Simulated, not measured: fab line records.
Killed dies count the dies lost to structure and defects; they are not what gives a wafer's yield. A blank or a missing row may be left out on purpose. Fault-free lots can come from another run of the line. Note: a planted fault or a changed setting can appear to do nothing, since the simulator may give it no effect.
2 desks, one fault -- flow nand-harc -- numbers are kept per desk, each desk with only its own; the story behind them comes last

THE DEFECT DESK
Lot by lot, what the route's inspections counted, given as the mean of those sampled wafers with a number. If a lot's mean is further than 4 standard deviations from the usual mean, the lot is out of limits and carries the mark OUT (the distance appears in the brackets).
Columns: A = raw-defect-count at NHARC_A_M0_INSPECT_27, usual 526
lot,first seen here,A
L467,day 23 07:28,574
L465,day 23 09:04,746
L468,day 24 01:07,461
L470,day 24 21:55,488
L473,day 25 22:19,514
L474,day 26 08:14,585
L475,day 27 09:57,482
L477,day 28 00:22,395
L478,day 28 04:34,485
L482,day 30 03:23,508
L485,day 31 05:36,745
L487,day 31 22:46,575
L486,day 31 23:40,454
L488,day 32 17:22,556
This desk found nothing out of limits on any of the 14 lots.

FROM THE METROLOGY DESK
What the gauges read, lot by lot, whatever tool the lot ran on: means of the sampled wafers that have a number. If a lot's mean is further than 4 standard deviations from the usual mean, the lot is out of limits and carries the mark OUT (the distance appears in the brackets).
Columns: A = cd-nm at NHARC_A_M1_CD_MEAS_09, usual 119.9 nm
lot,first seen here,A
L467,day 23 08:52,120.2
L465,day 23 10:19,119.2
L468,day 24 02:30,120.8
L470,day 24 23:19,119.7
L473,day 25 23:44,119.4
L474,day 26 09:37,120.4
L475,day 27 11:20,119.2
L477,day 28 01:46,119.2
L478,day 28 05:59,120.5
L482,day 30 04:46,119.5
L485,day 31 06:59,119.5
L487,day 32 00:10,119.6
L486,day 32 01:04,119.6
L488,day 32 18:37,119.7
This desk found nothing out of limits on any of the 14 lots.

TAKEN TOGETHER
No out-of-limits result turned up at the defect desk.
The metrology desk saw nothing out of limits.

WHAT WAS PUT IN BY THE SIMULATOR
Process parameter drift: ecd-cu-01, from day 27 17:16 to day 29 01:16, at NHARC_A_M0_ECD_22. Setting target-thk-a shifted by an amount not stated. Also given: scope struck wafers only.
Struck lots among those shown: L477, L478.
